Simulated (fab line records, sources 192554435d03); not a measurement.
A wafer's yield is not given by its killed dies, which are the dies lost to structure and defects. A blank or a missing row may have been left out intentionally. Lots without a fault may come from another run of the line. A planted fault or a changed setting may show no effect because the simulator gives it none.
Split-lot experiment + flow n5Finfet + on a route of 1938 steps: 7 lots, 21 wafers read

SPLIT DETAILS
At N5_MOL_CONTACT_COAG_ETCH_105 (etches SiARC in CF4, target depth 15.6 nm, time 26 s), the setting biasW was moved away from the recipe's 36 W on 5 of the 21 wafers read, by -16.7% to +14.7%. This setting was run at the recipe's value on the other wafers.

Reading taken at the split's own step.

THE READING
rfVppV, in V, at N5_MOL_CONTACT_COAG_ETCH_105 (etches SiARC in CF4, target depth 15.6 nm, time 26 s). Fault-free wafers of this fab line usually give 184.0 V, standard deviation 1.1 V.

| wafer  | tool, chamber at the split | biasW as run, W | against the recipe | rfVppV, V | against lot-mates on the recipe |
|--------|----------------------------|-----------------|--------------------|-----------|---------------------------------|
| L077.2 | rieDiel-03, 0              | 36              | recipe             | 184.4     | -                               |
| L077.4 | rieDiel-03, 3              | 36              | recipe             | 183.0     | -                               |
| L077.6 | rieDiel-03, 1              | 36              | recipe             | 184.4     | -                               |
| L078.1 | rieDiel-03, 2              | 36              | recipe             | 184.9     | -                               |
| L078.5 | rieDiel-03, 2              | 36              | recipe             | 185.9     | -                               |
| L078.6 | rieDiel-03, 3              | 36              | recipe             | 183.8     | -                               |
| L079.4 | rieDiel-02, 2              | 36              | recipe             | 185.7     | -                               |
| L079.5 | rieDiel-02, 1              | 36              | recipe             | 184.9     | -                               |
| L079.6 | rieDiel-02, 0              | 36              | recipe             | 183.3     | -                               |
| L082.1 | rieDiel-04, 3              | 39.33           | +9.3%              | 195.0     | +9.1                            |
| L082.4 | rieDiel-04, 0              | 39.33           | +9.3%              | 192.4     | +6.5                            |
| L082.6 | rieDiel-04, 3              | 36              | recipe             | 185.9     | -                               |
| L084.3 | rieDiel-02, 2              | 29.98           | -16.7%             | 163.3     | -20.9                           |
| L084.4 | rieDiel-02, 2              | 36              | recipe             | 186.0     | -                               |
| L084.5 | rieDiel-02, 0              | 36              | recipe             | 182.4     | -                               |
| L086.2 | rieDiel-04, 2              | 36              | recipe             | 183.8     | -                               |
| L086.3 | rieDiel-04, 3              | 36              | recipe             | 185.1     | -                               |
| L086.4 | rieDiel-04, 0              | 41.28           | +14.7%             | 203.7     | +19.2                           |
| L089.1 | rieDiel-03, 3              | 36              | recipe             | 182.8     | -                               |
| L089.3 | rieDiel-03, 2              | 30.94           | -14.1%             | 168.5     | -15.0                           |
| L089.5 | rieDiel-03, 1              | 36              | recipe             | 184.2     | -                               |

THE FIT
A straight line over all 21 wafers: rfVppV changes by +1.19 V for each +1% of biasW; r = +0.99; the points scatter about the line by 1.4 V.
The same after taking each lot's own level away (the mean of its wafers on the recipe; 21 wafers): +1.14 V for each +1%; r = +0.98; scatter 1.5 V.
The reading moves by 19 V for the largest change in biasW, on that fit.
From 183.50 to 185.90 V: that is the span of the lots' own levels, equal to 2.2 times the standard deviation above.
So the lot-to-lot level changes the slope little: the two slopes agree.
Check: for one of the wafers moved furthest among these (-16.7%), held out of the fit, the line's prediction against its lot-mates is -18.3 V. Against them it came out at -20.9 V.
Tool readings at the split's step, against how far the setting was moved: rfVppV r = +0.99.

ADDITIONAL SPLITS CARRIED BY THESE WAFERS
Other splits were also applied to these wafers ahead of the reading. Each is held against what the fit with the lots' levels taken away leaves over:
| other split on the same wafers | wafers away from the commonest value | r with rfVppV (lot level and that fit taken away) |
|--------------------------------|--------------------------------------|---------------------------------------------------|
| N5_GATE_CUT_COAT_34 spinRpm    | 5                                    | +0.16                                             |

THE FILE'S OWN FIT
rfVppV changes by +1.18 V for each +1% of biasW, r = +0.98.
